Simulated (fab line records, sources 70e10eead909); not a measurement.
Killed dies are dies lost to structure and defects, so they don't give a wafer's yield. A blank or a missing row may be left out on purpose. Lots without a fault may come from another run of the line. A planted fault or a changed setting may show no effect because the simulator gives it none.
fab line records | flow nand_harc
record lots=6 wafers=18 last_day=27
route steps=1159 shown A_ZERO_WELL@412 A_SOURCE_PLATE@413 A_ONON_D1@424 END@1159
lots that met no fault: from a run of the same line without faults
start_h: hours from the record's first day to the start of the lot's first wafer shown | wait_h: hours since the lot's step before | " the same as in the row above | L1.1+2: a row that stands for several wafers | - no value, or no start given | * or withheld: withheld | < > ~ a bound
route shown NAME@n: a module of which the file shows steps, and the number in the route of the first | usual: mean/standard deviation of fault-free wafers | same: alike in all rows | chamber/n: place in a boat | sites: the reading at each site | _std_site: their standard deviation | _edge_site: outer sites' mean less inner sites' | radius_mm: how far each site lies from the wafer's centre | mask NAME#n: copy n | behind: the tool/chamber that last shaped the wafer | hold: why the lot was held/for how many hours/how that ended | device: the transistor (n, p or np) that didn't switch | end of line: the same wafers' tests at the end of the route | a step without rows: its recipe alone | killed: dies lost to structure and defects at the first sort, not the wafer's yield | map: a wafer's dies, x killed, . not, _ none there
set.NAME: the setting as run; set.NAME@STEP: as run at that earlier step | model.NAME: the simulator's own value behind a step, which no gauge read
lots at some steps of the route; a table a step, a row a wafer
services: from which hour (start_h, from the record's first day; less than 0 if before it) a tool's chamber was out of use, for how many hours, and why
## steps
# step NHARC_A_ZERO_WELL_INSPECT_17
# usual raw_defect_count=10/5.4
# columns lot.wafer tool chamber start_h wait_h raw_defect_count
L775.3 defect_inspect-01 - 196.23 0.1 6
L775.4 " - " " 11
L775.5 " - " " 9
L777.2 defect_inspect-02 - 198.64 0.1 10
L777.4 " - " " 26
L777.5 " - " " 11
L789.3 defect_inspect-01 - 233.39 0.1 15
L789.4 " - " " 16
L789.5 " - " " 4
L791.3 defect_inspect-02 - 235.74 0.1 7
L791.4 " - " " 10
L791.5 " - " " 13
L790.1 defect_inspect-01 - 236.61 0.2 2
L790.2 " - " " 6
L790.3 " - " " 5
L793.2 defect_inspect-01 - 250.32 0.1 8
L793.4 " - " " 6
L793.5 " - " " 10
# step NHARC_A_SOURCE_PLATE_PRECLEAN_00
# recipe time_s=60 chemistry=HF-LAST
# step NHARC_A_SOURCE_PLATE_SRD_01
# step NHARC_A_SOURCE_PLATE_OXIDE_02
# recipe target_thk_a=100 temp_c=900 ox_time_s=1362 material=SiO2
# step NHARC_A_SOURCE_PLATE_THK_MEAS_09
# recipe thk_meas_gauge=ellipsometry
# usual thk_nm=9.7/1
# columns lot.wafer tool chamber start_h wait_h thk_nm
L775.3 film_metro-02 - 202.53 0.4 8.9
L775.4 " - " " 9.2
L775.5 " - " " 10.6
L777.2 film_metro-01 - 206.04 0.4 12.1
L777.4 " - " " 8.5
L777.5 " - " " 7.7
L791.3 film_metro-01 - 240.06 0.4 10.1
L791.4 " - " " 9.5
L791.5 " - " " 9.4
L789.3 film_metro-01 - 240.07 0.4 9.3
L789.4 " - " " 9.7
L789.5 " - " " 10.2
L790.1 film_metro-01 - 243.74 0.4 8.7
L790.2 " - " " 10.4
L790.3 " - " " 8.5
L793.2 film_metro-01 - 258.24 0.4 9.7
L793.4 " - " " 8.8
L793.5 " - " " 9.3
# step NHARC_A_SOURCE_PLATE_PVD_04
# recipe target_thk_a=500 material=WSi2
# step NHARC_A_SOURCE_PLATE_CVD_03
# recipe target_thk_a=2000 temp_c=620 pressure_mtorr=200 time_s=4000 material=poly-Si
# step NHARC_A_SOURCE_PLATE_ANNEAL_05
# recipe temp_c=850 time_s=1800
# step NHARC_A_SOURCE_PLATE_THK_MEAS_06
# recipe thk_meas_gauge=ellipsometry
# usual thk_nm=199.2/2.7
# columns lot.wafer tool chamber start_h wait_h thk_nm
L777.2 film_metro-02 - 218.01 0.4 198.4
L777.4 " - " " 197.8
L777.5 " - " " 200.5
L775.3 film_metro-01 - 218.01 0.4 196.3
L775.4 " - " " 197.2
L775.5 " - " " 195.7
L791.3 film_metro-02 - 250.05 0.4 198.5
L791.4 " - " " 200.2
L791.5 " - " " 197.7
L789.3 film_metro-01 - 250.07 0.4 198.5
L789.4 " - " " 200.2
L789.5 " - " " 198.2
L790.1 film_metro-02 - 256.78 0.4 200.7
L790.2 " - " " 200.5
L790.3 " - " " 197.4
L793.2 film_metro-02 - 271.10 0.4 201.8
L793.4 " - " " 202.0
L793.5 " - " " 200.0
# step NHARC_A_SOURCE_PLATE_INSPECT_08
# usual raw_defect_count=57/23
# columns lot.wafer tool chamber start_h wait_h raw_defect_count
L777.2 defect_inspect-02 - 218.07 0.0 66
L777.4 " - " " 78
L777.5 " - " " 71
L775.3 defect_inspect-02 - 218.08 0.0 70
L775.4 " - " " 71
L775.5 " - " " 57
L791.3 defect_inspect-02 - 250.13 0.0 61
L791.4 " - " " 52
L791.5 " - " " 51
L789.3 defect_inspect-02 - 250.17 0.0 43
L789.4 " - " " 60
L789.5 " - " " 37
L790.1 defect_inspect-01 - 256.89 0.0 43
L790.2 " - " " 51
L790.3 " - " " 59
L793.2 defect_inspect-02 - 271.17 0.0 59
L793.4 " - " " 62
L793.5 " - " " 56
# step NHARC_A_ONON_D1_DEP_00
# recipe target_thk_a=10000 n2_flow_sccm=2750 n2o_flow_sccm=2000 nh3_flow_sccm=500 sih4_flow_sccm=210 temp_c=400
# usual nh3_flow_sccm=499.8/1.5
# columns lot.wafer tool chamber start_h wait_h nh3_flow_sccm
L777.2 pecvd_onon-04 0 218.53 0.5 498.4
L777.4 " 0 " " 498.5
L777.5 " 0 " " 501.7
L775.3 pecvd_onon-03 0 218.61 0.5 499.9
L775.4 " 0 " " 500.2
L775.5 " 0 " " 499.9
L791.3 pecvd_onon-02 0 250.31 0.2 499.9
L791.4 " 0 " " 499.7
L791.5 " 0 " " 501.3
L789.3 pecvd_onon-03 0 250.56 0.4 502.9
L789.4 " 0 " " 500.4
L789.5 " 0 " " 501.3
L790.1 pecvd_onon-03 0 256.96 0.1 498.0
L790.2 " 0 " " 499.1
L790.3 " 0 " " 500.2
L793.2 pecvd_onon-02 0 271.29 0.1 499.3
L793.4 " 0 " " 500.3
L793.5 " 0 " " 499.5
# step NHARC_A_ONON_D1_THK_MEAS_02
# recipe thk_meas_gauge=ellipsometry
# usual thk_nm=1003/9.7
# columns lot.wafer tool chamber start_h wait_h thk_nm
L777.2 film_metro-01 - 218.99 - 1014
L777.4 " - " " 1015
L777.5 " - " " 1015
L775.3 film_metro-02 - 219.03 - 1008
L775.4 " - " " 1007
L775.5 " - " " 1006
L791.3 film_metro-02 - 250.71 - 1008
L791.4 " - " " 1007
L791.5 " - " " 1006
L789.3 film_metro-01 - 250.97 - 614
L789.4 " - " " 616
L789.5 " - " " 615
L790.1 film_metro-01 - 257.46 - 585
L790.2 " - " " 584
L790.3 " - " " 584
L793.2 film_metro-01 - 271.75 - 1011
L793.4 " - " " 1013
L793.5 " - " " 1010
# step NHARC_A_ONON_D1_DEP_03
# recipe target_thk_a=10000 n2_flow_sccm=2750 n2o_flow_sccm=2000 nh3_flow_sccm=500 sih4_flow_sccm=210 temp_c=400
# step NHARC_END_SORT_01
# recipe temp_c=25
# usual killed_at_array=29/11 killed_at_other=0.5/0.85 killed_at_periphery=3.0/2.3 killed_dies=33/12 killed_open=3.3/1.9 killed_short=2.0/1.5
# same gross_dies=677
# columns lot.wafer tool chamber start_h wait_h killed_at_array killed_at_other killed_at_periphery killed_dies killed_open killed_short
L790.1 prober-01 0 634.40 2.5 671 0 6 677 5 3
L790.2 prober-01 0 635.19 2.8 673 0 4 677 1 3
L790.3 prober-01 0 635.98 3.1 668 0 9 677 4 5
L789.3 prober-01 0 651.58 3.1 674 0 3 677 4 2
L789.4 prober-01 0 652.38 3.4 676 0 1 677 1 1
L789.5 prober-01 0 653.18 3.7 674 0 3 677 6 4
# killed by level:class
L790.1 A_ONON_D1:area_dep=630 A_SLIT:chamber_film_flake=16 A_CHANNEL_HOLE_D1:chamber_film_flake=8 A_STAIRCASE:chamber_film_flake=7 P_CONTACT:chamber_film_flake=4 A_M0:geometric_particle:open=2 A_M0:chamber_film_flake=2 P_STI:geometric_particle:open=1
L790.2 A_ONON_D1:area_dep=640 A_SLIT:chamber_film_flake=15 A_CHANNEL_HOLE_D1:chamber_film_flake=5 A_STAIRCASE:chamber_film_flake=5 P_CONTACT:chamber_film_flake=4 A_CHANNEL_FILL_D1:chamber_film_flake=2 A_CONTACT:chamber_film_flake=2 A_ONON_D1:geometric_particle:short=1
L790.3 A_ONON_D1:area_dep=641 A_SLIT:chamber_film_flake=10 A_CHANNEL_HOLE_D1:chamber_film_flake=4 P_STI:chamber_film_flake=3 P_CONTACT:chamber_film_flake=3 A_CONTACT:chamber_film_flake=3 P_GATE:geometric_particle:short=2 A_STAIRCASE:chamber_film_flake=2
L789.3 A_ONON_D1:area_dep=641 A_CHANNEL_HOLE_D1:chamber_film_flake=22 A_STAIRCASE:chamber_film_flake=5 A_M0:geometric_particle:open=2 P_ZERO_WELL:chamber_film_flake=2 P_STI:geometric_particle:short=1 A_ONON_D1:geometric_particle:open=1 A_CONTACT:geometric_particle:open=1
L789.4 A_ONON_D1:area_dep=648 A_CHANNEL_HOLE_D1:chamber_film_flake=23 A_WL_FILL:geometric_particle:short=1 A_M0:geometric_particle:open=1 P_ZERO_WELL:chamber_film_flake=1 A_STAIRCASE:chamber_film_flake=1 A_SLIT:chamber_film_flake=1 A_M0:chamber_film_flake=1
L789.5 A_ONON_D1:area_dep=638 A_CHANNEL_HOLE_D1:chamber_film_flake=22 A_STAIRCASE:chamber_film_flake=5 P_CONTACT:geometric_particle:open=2 A_CONTACT:geometric_particle:short=2 P_M0:geometric_particle:short=1 A_CHANNEL_FILL_D1:geometric_particle:open=1 A_STAIRCASE:geometric_particle:short=1
# map L789.3 (x killed, . not)
____________x____________
_________xxxxxxx_________
_______xxxxxxxxxxx_______
______xxxxxxxxxxxxx______
_____xxxxxxxxxxxxxxx_____
____xxxxxxxxxxxxxxxxx____
____xxxxxxxxxxxxxxxxx____
___xxxxxxxxxxxxxxxxxxx___
___xxxxxxxxxxxxxxxxxxx___
__xxxxxxxxxxxxxxxxxxxxx__
__xxxxxxxxxxxxxxxxxxxxx__
_xxxxxxxxxxxxxxxxxxxxxxx_
_xxxxxxxxxxxxxxxxxxxxxxx_
_xxxxxxxxxxxxxxxxxxxxxxx_
_xxxxxxxxxxxxxxxxxxxxxxx_
_xxxxxxxxxxxxxxxxxxxxxxx_
xxxxxxxxxxxxxxxxxxxxxxxxx
xxxxxxxxxxxxxxxxxxxxxxxxx
xxxxxxxxxxxxxxxxxxxxxxxxx
xxxxxxxxxxxxxxxxxxxxxxxxx
xxxxxxxxxxxxxxxxxxxxxxxxx
_xxxxxxxxxxxxxxxxxxxxxxx_
_xxxxxxxxxxxxxxxxxxxxxxx_
_xxxxxxxxxxxxxxxxxxxxxxx_
_xxxxxxxxxxxxxxxxxxxxxxx_
_xxxxxxxxxxxxxxxxxxxxxxx_
__xxxxxxxxxxxxxxxxxxxxx__
__xxxxxxxxxxxxxxxxxxxxx__
___xxxxxxxxxxxxxxxxxxx___
___xxxxxxxxxxxxxxxxxxx___
____xxxxxxxxxxxxxxxxx____
____xxxxxxxxxxxxxxxxx____
_____xxxxxxxxxxxxxxx_____
______xxxxxxxxxxxxx______
_______xxxxxxxxxxx_______
_________xxxxxxx_________
____________x____________
# map L790.1 (x killed, . not)
____________x____________
_________xxxxxxx_________
_______xxxxxxxxxxx_______
______xxxxxxxxxxxxx______
_____xxxxxxxxxxxxxxx_____
____xxxxxxxxxxxxxxxxx____
____xxxxxxxxxxxxxxxxx____
___xxxxxxxxxxxxxxxxxxx___
___xxxxxxxxxxxxxxxxxxx___
__xxxxxxxxxxxxxxxxxxxxx__
__xxxxxxxxxxxxxxxxxxxxx__
_xxxxxxxxxxxxxxxxxxxxxxx_
_xxxxxxxxxxxxxxxxxxxxxxx_
_xxxxxxxxxxxxxxxxxxxxxxx_
_xxxxxxxxxxxxxxxxxxxxxxx_
_xxxxxxxxxxxxxxxxxxxxxxx_
xxxxxxxxxxxxxxxxxxxxxxxxx
xxxxxxxxxxxxxxxxxxxxxxxxx
xxxxxxxxxxxxxxxxxxxxxxxxx
xxxxxxxxxxxxxxxxxxxxxxxxx
xxxxxxxxxxxxxxxxxxxxxxxxx
_xxxxxxxxxxxxxxxxxxxxxxx_
_xxxxxxxxxxxxxxxxxxxxxxx_
_xxxxxxxxxxxxxxxxxxxxxxx_
_xxxxxxxxxxxxxxxxxxxxxxx_
_xxxxxxxxxxxxxxxxxxxxxxx_
__xxxxxxxxxxxxxxxxxxxxx__
__xxxxxxxxxxxxxxxxxxxxx__
___xxxxxxxxxxxxxxxxxxx___
___xxxxxxxxxxxxxxxxxxx___
____xxxxxxxxxxxxxxxxx____
____xxxxxxxxxxxxxxxxx____
_____xxxxxxxxxxxxxxx_____
______xxxxxxxxxxxxx______
_______xxxxxxxxxxx_______
_________xxxxxxx_________
____________x____________
## services
# columns tool chamber start_h hours kind
pecvd_onon-04 - 237.00 13.0 pm
## key
first_sign step=NHARC_A_ONON_D1_THK_MEAS_02 reading=thk_nm direction=down sigmas=42 usual=1003 struck=600
effect step=NHARC_END_SORT_01 reading=killed_at_array direction=up sigmas=60 usual=29 struck=673
more_kills_born_at NHARC_A_ONON_D1_DEP_00@pecvd_onon-03=3838
met_at NHARC_A_ONON_D1_DEP_00
struck_wafers L789.3,L789.4,L789.5,L790.1,L790.2,L790.3
later_rows_left_out L789.3,L789.4,L789.5,L790.1,L790.2,L790.3
tester_left_out L789,L790
onset_between 218.61 250.56
fault kind=process_parameter_drift tool=pecvd_onon-03 chamber=- onset_h=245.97 steps=NHARC_A_ONON_D1_DEP_00 channel=target_thk_a offset=* shape=step end_h=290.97 acts_in=* stated=*
# tester_left_out: of these lots the tester's yield and bins aren't shown, on N5 and GAA mostly nor the transistor test; their killed dies are dies lost to structure and defects alone, not to doping, threshold or leakage, so they don't give the yield
# later_rows_left_out: the simulator's readings of these wafers behind a module that went badly wrong aren't trusted and aren't shown, but for the sort
